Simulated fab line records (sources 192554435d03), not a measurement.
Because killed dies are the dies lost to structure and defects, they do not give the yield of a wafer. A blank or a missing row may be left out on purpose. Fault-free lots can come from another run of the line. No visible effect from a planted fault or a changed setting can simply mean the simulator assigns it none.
Matching of chambers :: flow n5 finfet :: N5_FIN_CUT_STRIP_22 on rie diel-03: 4 sister chambers
The step strips in N2/H2. 22 wafers are shown with their chamber, then 11 later ones without.

== WAFERS PAIRED WITH THEIR CHAMBERS ==
wafer: L074.2
chamber: 2
drypump motor current A (A): 5.1
showerhead plenum p Torr (Torr): 3.23
throttle valve pct (%): 18.2

wafer: L074.3
chamber: 1
drypump motor current A (A): 6.1
showerhead plenum p Torr (Torr): 3.34
throttle valve pct (%): 19.4

wafer: L074.4
chamber: 0
drypump motor current A (A): 5.9
showerhead plenum p Torr (Torr): 3.39
throttle valve pct (%): 19.3

wafer: L076.2
chamber: 0
drypump motor current A (A): 5.9
showerhead plenum p Torr (Torr): 3.39
throttle valve pct (%): 19.3

wafer: L076.5
chamber: 0
drypump motor current A (A): 5.9
showerhead plenum p Torr (Torr): 3.39
throttle valve pct (%): 19.3

wafer: L076.6
chamber: 3
drypump motor current A (A): 5.4
showerhead plenum p Torr (Torr): 3.48
throttle valve pct (%): 19.1

wafer: L079.3
chamber: 2
drypump motor current A (A): 5.1
showerhead plenum p Torr (Torr): 3.22
throttle valve pct (%): 18.2

wafer: L079.5
chamber: 0
drypump motor current A (A): 5.9
showerhead plenum p Torr (Torr): 3.39
throttle valve pct (%): 19.4

wafer: L079.6
chamber: 1
drypump motor current A (A): 6.1
showerhead plenum p Torr (Torr): 3.33
throttle valve pct (%): 19.1

wafer: L080.1
chamber: 1
drypump motor current A (A): 6.1
showerhead plenum p Torr (Torr): 3.34
throttle valve pct (%): 19.1

wafer: L080.4
chamber: 3
drypump motor current A (A): 5.5
showerhead plenum p Torr (Torr): 3.47
throttle valve pct (%): 19.1

wafer: L080.5
chamber: 3
drypump motor current A (A): 5.5
showerhead plenum p Torr (Torr): 3.47
throttle valve pct (%): 19.1

wafer: L082.1
chamber: 3
drypump motor current A (A): 5.5
showerhead plenum p Torr (Torr): 3.47
throttle valve pct (%): 19.1

wafer: L082.2
chamber: 2
drypump motor current A (A): 5.1
showerhead plenum p Torr (Torr): 3.22
throttle valve pct (%): 18.2

wafer: L082.4
chamber: 1
drypump motor current A (A): 6.1
showerhead plenum p Torr (Torr): 3.33
throttle valve pct (%): 19.1

wafer: L083.4
chamber: 2
drypump motor current A (A): 5.1
showerhead plenum p Torr (Torr): 3.22
throttle valve pct (%): 18.2

wafer: L083.5
chamber: 3
drypump motor current A (A): 5.5
showerhead plenum p Torr (Torr): 3.47
throttle valve pct (%): 19.1

wafer: L083.6
chamber: 2
drypump motor current A (A): 5.1
showerhead plenum p Torr (Torr): 3.22
throttle valve pct (%): 18.2

wafer: L085.2
chamber: 0
drypump motor current A (A): 5.9
showerhead plenum p Torr (Torr): 3.38
throttle valve pct (%): 19.3

wafer: L085.3
chamber: 2
drypump motor current A (A): 5.1
showerhead plenum p Torr (Torr): 3.21
throttle valve pct (%): 18.2

wafer: L085.6
chamber: 1
drypump motor current A (A): 6.1
showerhead plenum p Torr (Torr): 3.33
throttle valve pct (%): 19.1

wafer: L089.1
chamber: 2
drypump motor current A (A): 5.1
showerhead plenum p Torr (Torr): 3.21
throttle valve pct (%): 18.2

SIGNATURES (averages over the wafers above)
reading: drypump motor current A
chamber 0: 5.900
chamber 1: 6.100
chamber 2: 5.100
chamber 3: 5.480
scatter within a chamber: 0.0211

reading: showerhead plenum p Torr
chamber 0: 3.3880
chamber 1: 3.3340
chamber 2: 3.2186
chamber 3: 3.4720
scatter within a chamber: 0.00561

reading: throttle valve pct
chamber 0: 19.320
chamber 1: 19.160
chamber 2: 18.200
chamber 3: 19.100
scatter within a chamber: 0.0667
Rule: for a wafer and a chamber, the distance is found by dividing, reading by reading, the gap between the wafer's reading and the chamber's mean by the reading's scatter, squaring, summing and taking the root. If the next closest chamber is less than 2 further off than the closest, the wafer can't be placed; otherwise it belongs to the closest. The scatter: take each reading less its chamber's mean, square it, sum over the shown wafers, divide by the number of wafers less the number of chambers, and take the root.

== WAFERS WHOSE CHAMBER IS MISSING ==
wafer: L089.4
drypump motor current A (A): 6.1
showerhead plenum p Torr (Torr): 3.33
throttle valve pct (%): 19.1

wafer: L089.6
drypump motor current A (A): 6.1
showerhead plenum p Torr (Torr): 3.32
throttle valve pct (%): 19.1

wafer: L091.1
drypump motor current A (A): 6.1
showerhead plenum p Torr (Torr): 3.32
throttle valve pct (%): 19.1

wafer: L091.3
drypump motor current A (A): 5.9
showerhead plenum p Torr (Torr): 3.37
throttle valve pct (%): 19.3

wafer: L091.4
drypump motor current A (A): 5.1
showerhead plenum p Torr (Torr): 3.21
throttle valve pct (%): 18.2

wafer: L093.1
drypump motor current A (A): 5.1
showerhead plenum p Torr (Torr): 3.21
throttle valve pct (%): 18.2

wafer: L093.5
drypump motor current A (A): 5.5
showerhead plenum p Torr (Torr): 3.45
throttle valve pct (%): 19.2

wafer: L093.6
drypump motor current A (A): 5.9
showerhead plenum p Torr (Torr): 3.37
throttle valve pct (%): 19.3

wafer: L096.2
drypump motor current A (A): 6.1
showerhead plenum p Torr (Torr): 3.32
throttle valve pct (%): 19.1

wafer: L096.3
drypump motor current A (A): 5.1
showerhead plenum p Torr (Torr): 3.20
throttle valve pct (%): 18.2

wafer: L096.4
drypump motor current A (A): 5.9
showerhead plenum p Torr (Torr): 3.37
throttle valve pct (%): 19.4

== WHICH CHAMBER EACH ONE RAN IN ==
wafer: L089.4
from the rows above: 1
in truth: 1

wafer: L089.6
from the rows above: 1
in truth: 1

wafer: L091.1
from the rows above: 1
in truth: 1

wafer: L091.3
from the rows above: 0
in truth: 0

wafer: L091.4
from the rows above: 2
in truth: 2

wafer: L093.1
from the rows above: 2
in truth: 2

wafer: L093.5
from the rows above: 3
in truth: 3

wafer: L093.6
from the rows above: 0
in truth: 0

wafer: L096.2
from the rows above: 1
in truth: 1

wafer: L096.3
from the rows above: 2
in truth: 2

wafer: L096.4
from the rows above: 0
in truth: 0
Correct placement for 11 of the 11. Left unplaced by these rows: 0. Placed wrongly: 0.
